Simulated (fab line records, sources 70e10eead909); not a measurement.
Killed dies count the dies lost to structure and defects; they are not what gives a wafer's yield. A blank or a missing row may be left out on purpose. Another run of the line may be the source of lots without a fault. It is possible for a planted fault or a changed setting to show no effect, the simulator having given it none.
Chamber matching / flow nand-harc / 4 sister chambers for NHARC_P_CONTACT_CMP_24 on cmp-01
The step polishes, t overpolish 30 s, target thk 200 nm. 18 wafers are shown with their chamber, then 9 later ones without.

== WAFERS PAIRED WITH THEIR CHAMBERS ==
wafer=L077.1; chamber=2; motor-current-A (A)=11.7; time-to-endpoint-s (s)=39; retaining-ring-pressure-frac=1.008
wafer=L077.4; chamber=3; motor-current-A (A)=11.5; time-to-endpoint-s (s)=34; retaining-ring-pressure-frac=0.993
wafer=L077.6; chamber=1; motor-current-A (A)=15.5; time-to-endpoint-s (s)=39; retaining-ring-pressure-frac=0.997
wafer=L078.2; chamber=2; motor-current-A (A)=12.4; time-to-endpoint-s (s)=40; retaining-ring-pressure-frac=0.997
wafer=L078.3; chamber=0; motor-current-A (A)=10.2; time-to-endpoint-s (s)=38; retaining-ring-pressure-frac=0.997
wafer=L078.4; chamber=1; motor-current-A (A)=14.8; time-to-endpoint-s (s)=41; retaining-ring-pressure-frac=1.003
wafer=L081.1; chamber=1; motor-current-A (A)=15.6; time-to-endpoint-s (s)=39; retaining-ring-pressure-frac=0.998
wafer=L081.5; chamber=2; motor-current-A (A)=12.0; time-to-endpoint-s (s)=40; retaining-ring-pressure-frac=1.008
wafer=L081.6; chamber=3; motor-current-A (A)=10.8; time-to-endpoint-s (s)=35; retaining-ring-pressure-frac=0.998
wafer=L085.2; chamber=3; motor-current-A (A)=11.4; time-to-endpoint-s (s)=35; retaining-ring-pressure-frac=1.007
wafer=L085.4; chamber=2; motor-current-A (A)=12.1; time-to-endpoint-s (s)=42; retaining-ring-pressure-frac=0.996
wafer=L085.5; chamber=1; motor-current-A (A)=14.9; time-to-endpoint-s (s)=43; retaining-ring-pressure-frac=1.001
wafer=L088.2; chamber=1; motor-current-A (A)=15.0; time-to-endpoint-s (s)=44; retaining-ring-pressure-frac=0.997
wafer=L088.4; chamber=2; motor-current-A (A)=12.5; time-to-endpoint-s (s)=45; retaining-ring-pressure-frac=1.002
wafer=L088.6; chamber=0; motor-current-A (A)=10.3; time-to-endpoint-s (s)=46; retaining-ring-pressure-frac=1.003
wafer=L091.2; chamber=2; motor-current-A (A)=11.9; time-to-endpoint-s (s)=38; retaining-ring-pressure-frac=1.000
wafer=L091.3; chamber=1; motor-current-A (A)=15.3; time-to-endpoint-s (s)=40; retaining-ring-pressure-frac=0.999
wafer=L091.4; chamber=0; motor-current-A (A)=10.9; time-to-endpoint-s (s)=36; retaining-ring-pressure-frac=1.001

SIGNATURES, as means of the wafers listed above
reading=motor-current-A; chamber 0=10.467; chamber 1=15.183; chamber 2=12.100; chamber 3=11.233; scatter within a chamber=0.336
reading=time-to-endpoint-s; chamber 0=40.00; chamber 1=41.00; chamber 2=40.67; chamber 3=34.67; scatter within a chamber=2.8
reading=retaining-ring-pressure-frac; chamber 0=1.00033; chamber 1=0.99917; chamber 2=1.00183; chamber 3=0.99933; scatter within a chamber=0.00451
Rule: for each reading, subtract the chamber's mean from the wafer's reading, divide by that reading's scatter and square the result; add these up over the readings and take the root, which gives the wafer's distance from the chamber. If the next closest chamber is less than 2 further off than the closest, the wafer can't be placed; otherwise it belongs to the closest. The scatter: the root of (the sum of the squares of (reading less its chamber's mean) over the shown wafers, divided by (wafers less chambers)).

== WAFERS WHOSE CHAMBER IS MISSING ==
wafer=L092.4; motor-current-A (A)=11.2; time-to-endpoint-s (s)=32; retaining-ring-pressure-frac=1.001
wafer=L092.5; motor-current-A (A)=14.4; time-to-endpoint-s (s)=39; retaining-ring-pressure-frac=0.994
wafer=L092.6; motor-current-A (A)=13.0; time-to-endpoint-s (s)=41; retaining-ring-pressure-frac=0.998
wafer=L093.2; motor-current-A (A)=11.1; time-to-endpoint-s (s)=35; retaining-ring-pressure-frac=1.000
wafer=L093.3; motor-current-A (A)=12.8; time-to-endpoint-s (s)=42; retaining-ring-pressure-frac=1.003
wafer=L093.6; motor-current-A (A)=14.9; time-to-endpoint-s (s)=43; retaining-ring-pressure-frac=1.000
wafer=L096.1; motor-current-A (A)=10.6; time-to-endpoint-s (s)=35; retaining-ring-pressure-frac=0.996
wafer=L096.3; motor-current-A (A)=14.7; time-to-endpoint-s (s)=40; retaining-ring-pressure-frac=0.997
wafer=L096.6; motor-current-A (A)=11.2; time-to-endpoint-s (s)=33; retaining-ring-pressure-frac=1.000

== EACH ONE'S CHAMBER ==
wafer=L092.4; from the rows above=3; in truth=3
wafer=L092.5; from the rows above=1; in truth=1
wafer=L092.6; from the rows above=2; in truth=2
wafer=L093.2; from the rows above=3; in truth=3
wafer=L093.3; from the rows above=2; in truth=2
wafer=L093.6; from the rows above=1; in truth=1
wafer=L096.1; from the rows above=can't be placed: 3 or 0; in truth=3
wafer=L096.3; from the rows above=1; in truth=1
wafer=L096.6; from the rows above=3; in truth=3
Placed correctly: 8 of 9. Can't be placed from these rows: 1 (the true chamber is among the candidates in 1). Wrongly placed: 0.
